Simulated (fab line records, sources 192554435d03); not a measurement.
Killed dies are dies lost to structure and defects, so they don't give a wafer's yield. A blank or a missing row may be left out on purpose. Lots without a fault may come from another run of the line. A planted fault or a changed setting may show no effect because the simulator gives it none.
Chamber matching | flow n5_finfet | N5_BEOL_M0_SAQP_ETCH_84 on rie_diel-01: 4 sister chambers
The step etches SOC in N2/H2, target depth 100 nm, overetch 20 nm, time 150 s. 8 wafers are shown with their chamber, then 9 later ones without.

WAFERS WITH THEIR CHAMBER
wafer  | chamber | showerhead_plenum_p_Torr (Torr) | drypump_motor_current_A (A)
L076.3 | 3       | 2.59                            | 5.5
L076.5 | 0       | 2.69                            | 5.8
L078.5 | 3       | 2.59                            | 5.6
L083.1 | 0       | 2.69                            | 5.8
L083.4 | 2       | 2.47                            | 4.9
L089.1 | 2       | 2.46                            | 4.8
L089.4 | 1       | 2.55                            | 5.7
L089.6 | 1       | 2.55                            | 5.7

WAFERS WITHOUT THEIR CHAMBER
wafer  | showerhead_plenum_p_Torr (Torr) | drypump_motor_current_A (A)
L091.1 | 2.58                            | 5.5
L091.2 | 2.55                            | 5.7
L091.3 | 2.46                            | 4.9
L093.1 | 2.46                            | 4.9
L093.5 | 2.46                            | 4.9
L093.6 | 2.58                            | 5.6
L095.2 | 2.46                            | 4.9
L095.4 | 2.55                            | 5.7
L095.5 | 2.55                            | 5.7

WHICH CHAMBER EACH WENT THROUGH
wafer  | from the rows above | in truth
L091.1 | 3                   | 3
L091.2 | 1                   | 1
L091.3 | 2                   | 2
L093.1 | 2                   | 2
L093.5 | 2                   | 2
L093.6 | 3                   | 3
L095.2 | 2                   | 2
L095.4 | 1                   | 1
L095.5 | 1                   | 1
Placed correctly: 9 of 9. Can't be placed from these rows: 0. Placed wrongly: 0.
How it was worked out, from the rows above alone: a wafer's distance from a chamber is the root of the sum, over the readings, of the square of ((its reading less the chamber's mean) divided by the reading's scatter). The wafer belongs to the nearest chamber; if the next one is less than 2 further off, it can't be placed. A chamber's mean is the mean of its shown wafers. The scatter: the root of (the sum of the squares of (reading less its chamber's mean) over the shown wafers, divided by (wafers less chambers)).
